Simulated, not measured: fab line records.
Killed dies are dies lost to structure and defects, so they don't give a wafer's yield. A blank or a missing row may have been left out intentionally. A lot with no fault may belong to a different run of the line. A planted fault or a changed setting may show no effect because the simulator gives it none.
Matching of chambers ; flow n5Finfet ; N5_BEOL_M9_ETCH_62 on rieDiel-03 has 4 sister chambers
The step etches SOC in N2/H2, target depth 110 nm, overetch 22 nm, time 165 s. 14 wafers are shown with their chamber, then 7 later ones without.

WAFERS, EACH WITH ITS CHAMBER
wafer;chamber;drypumpMotorCurrentA (A);throttleValvePct (%);showerheadPlenumPTorr (Torr)
L074.1;0;6.28;18.14;2.53
L074.4;2;5.72;17.88;2.63
L074.6;0;6.28;18.14;2.53
L076.1;1;5.58;18.15;2.44
L076.3;3;5.79;17.48;2.71
L076.5;3;5.79;17.47;2.71
L081.1;2;5.70;17.89;2.62
L081.5;1;5.56;18.16;2.43
L081.6;2;5.71;17.90;2.62
L084.1;3;5.77;17.49;2.70
L084.2;2;5.72;17.93;2.62
L084.3;0;6.27;18.17;2.52
L087.1;2;5.72;17.93;2.62
L087.2;3;5.82;17.49;2.70

SIGNATURES (means of the wafers above)
reading;chamber 0;chamber 1;chamber 2;chamber 3;scatter within a chamber
drypumpMotorCurrentA;6.2767;5.5700;5.7140;5.7925;0.0136
throttleValvePct;18.1500;18.1550;17.9060;17.4825;0.0174
showerheadPlenumPTorr;2.5267;2.4350;2.6220;2.7050;0.00545
Rule: distance of a wafer from a chamber = root of the sum over the readings of ((wafer's reading minus chamber's mean) / reading's scatter) squared. If the next closest chamber is less than 2 further off than the closest, the wafer can't be placed; otherwise it belongs to the closest. The scatter is the square root of a quotient: the sum, over the shown wafers, of each reading's squared deviation from its chamber's mean, divided by wafers minus chambers.

WAFERS WITH NO CHAMBER GIVEN
wafer;drypumpMotorCurrentA (A);throttleValvePct (%);showerheadPlenumPTorr (Torr)
L087.5;5.72;17.94;2.62
L090.2;5.70;17.95;2.61
L090.5;6.29;18.19;2.51
L090.6;5.82;17.52;2.70
L095.1;5.63;18.21;2.42
L095.2;5.79;17.54;2.69
L095.3;6.25;18.22;2.51

CHAMBER TAKEN BY EACH
wafer;from the rows above;in truth
L087.5;2;2
L090.2;2;2
L090.5;0;0
L090.6;3;3
L095.1;1;1
L095.2;3;3
L095.3;0;0
Correct placement for 7 of the 7. Left unplaced by these rows: 0. Wrongly placed: 0.
